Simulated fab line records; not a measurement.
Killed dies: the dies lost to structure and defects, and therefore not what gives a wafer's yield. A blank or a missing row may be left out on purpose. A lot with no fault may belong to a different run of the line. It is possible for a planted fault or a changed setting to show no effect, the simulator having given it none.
Code-filled problem report in 8D (eight disciplines) form | flow n5Finfet | the parts of the form that need people (team, actions taken, sign-off) are left out

== 1. THE PROBLEM ==
At N5_PASSIVATION_PROBE_49, killedAtFrontEnd averages 1120 over 6 wafers from 2 lots, while fault-free wafers read 40, standard deviation 11. Measured from the usual mean, that is +98 standard deviations.
Seen first at day 21 20:29 on prober-01, wafer L759.1. At this step, 6 wafers from 2 lots have a number in the record. Rule for "out" (also "out of limits"): further than 4 standard deviations from the usual mean. Any other wafer with a number is counted as sound.

== 2. WHAT IT IS, WHAT IT ISN'T ==
question                    | is                                                                                                          | is not
which readings at this step | killedAtFrontEnd, defectLimitedYield, killedDies, killedOnRim, sort_bin_5_function, sortNPass, sortYieldPct | killed_at_M0_to_M3, killed_at_M4_up, killedAtContacts, killedAtOther, killedOpen, killedShort, sort_bin_4_leakage
which lots                  | L759, L760                                                                                                  | -
which wafers of those lots  | all that have a number                                                                                      | -
read on which tools         | prober-01, prober-02                                                                                        | -
when                        | from day 21 20:29                                                                                           | up to then (0 sound wafers)

== 3. THE SUSPECTS, EACH WITH WHAT RULES IT OUT ==
Counting: a tool stays on the suspect list if, at a process step up to the reading, it processed all lots that are out and no sound lot following the first of them.
- plasmaAsher-01 at N5_STI_FIN_REVEAL_OXIDATION_31 (chemistry O2 PLASMA REMOTE, time 20 s): kept. It ran every lot that is out, first L759 (day 7 19:06), and no sound lot after that.
- rieDiel-05 at N5_SD_EPI_N_ETCHBACK_44 (etches SiNx in CH3F/O2, stops on SiO2, target depth 14.5 nm): kept. It ran every lot that is out, first L759 (day 8 12:15), and no sound lot after that.
After counting, plasmaAsher-01 at N5_STI_FIN_REVEAL_OXIDATION_31 and rieDiel-05 at N5_SD_EPI_N_ETCHBACK_44 remain.

== 4. THE CAUSE (what the simulator had put in) ==
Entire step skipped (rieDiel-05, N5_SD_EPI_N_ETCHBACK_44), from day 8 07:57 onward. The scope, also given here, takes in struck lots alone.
After counting, 2 suspects remain, this tool included.

== 5. THE CHAIN OF EFFECTS, in route order ==
Rows list readings where the struck wafers' mean (over those with a number) sits beyond 3 standard deviations from the usual. Readings are gone through only where the record gives a usual standard deviation; hours: the median, over the lots, of the time from a lot's start at the first step in this table giving one to that lot's start at this step; sigmas: the change measured in usual standard deviations.
hours | step                    | reading             | usual  | on struck wafers | change | sigmas
0     | N5_PASSIVATION_PROBE_49 | defectLimitedYield  | 91.1 % | 0.0              | -91.1  | -65
0     | N5_PASSIVATION_PROBE_49 | killedAtFrontEnd    | 40     | 1120             | +1080  | +98
0     | N5_PASSIVATION_PROBE_49 | killedDies          | 105    | 1180             | +1075  | +63
0     | N5_PASSIVATION_PROBE_49 | killedOnRim         | 14     | 152              | +138   | +32
0     | N5_PASSIVATION_PROBE_49 | sort_bin_5_function | 5.2 %  | 96.2             | +91.0  | +94
0     | N5_PASSIVATION_PROBE_49 | sortNPass           | 1075   | 0                | -1075  | -63
0     | N5_PASSIVATION_PROBE_49 | sortYieldPct        | 91.1 % | 0.0              | -91.1  | -65
Process steps it contains:
- N5_PASSIVATION_PROBE_49
Readings that are blank on the struck wafers while sound wafers have them: CH3F_flow_sccm at N5_SD_EPI_N_ETCHBACK_44; O2_flow_sccm at N5_SD_EPI_N_ETCHBACK_44; drypumpMotorCurrentA at N5_SD_EPI_N_ETCHBACK_44; oes_f_703_au at N5_SD_EPI_N_ETCHBACK_44; oesProductAu at N5_SD_EPI_N_ETCHBACK_44; rfVppV at N5_SD_EPI_N_ETCHBACK_44; showerheadPlenumPTorr at N5_SD_EPI_N_ETCHBACK_44; throttleValvePct at N5_SD_EPI_N_ETCHBACK_44.

== 6. WHAT WOULD HAVE CAUGHT IT SOONER ==
First out-of-limits reading in this record: day 21 20:29, which is 325 hours after fault onset at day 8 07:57.
At N5_SD_EPI_N_ETCHBACK_44 the tool's readings are blank on the struck wafers, where sound wafers have them: an empty tool record is the first sign, and it was there at once.
The start of N5_SD_EPI_N_ETCHBACK_44 on rieDiel-05 came by day 21 20:29 for every one of the lots that are out (2). A hold on the tool at that time would have spared none of them.
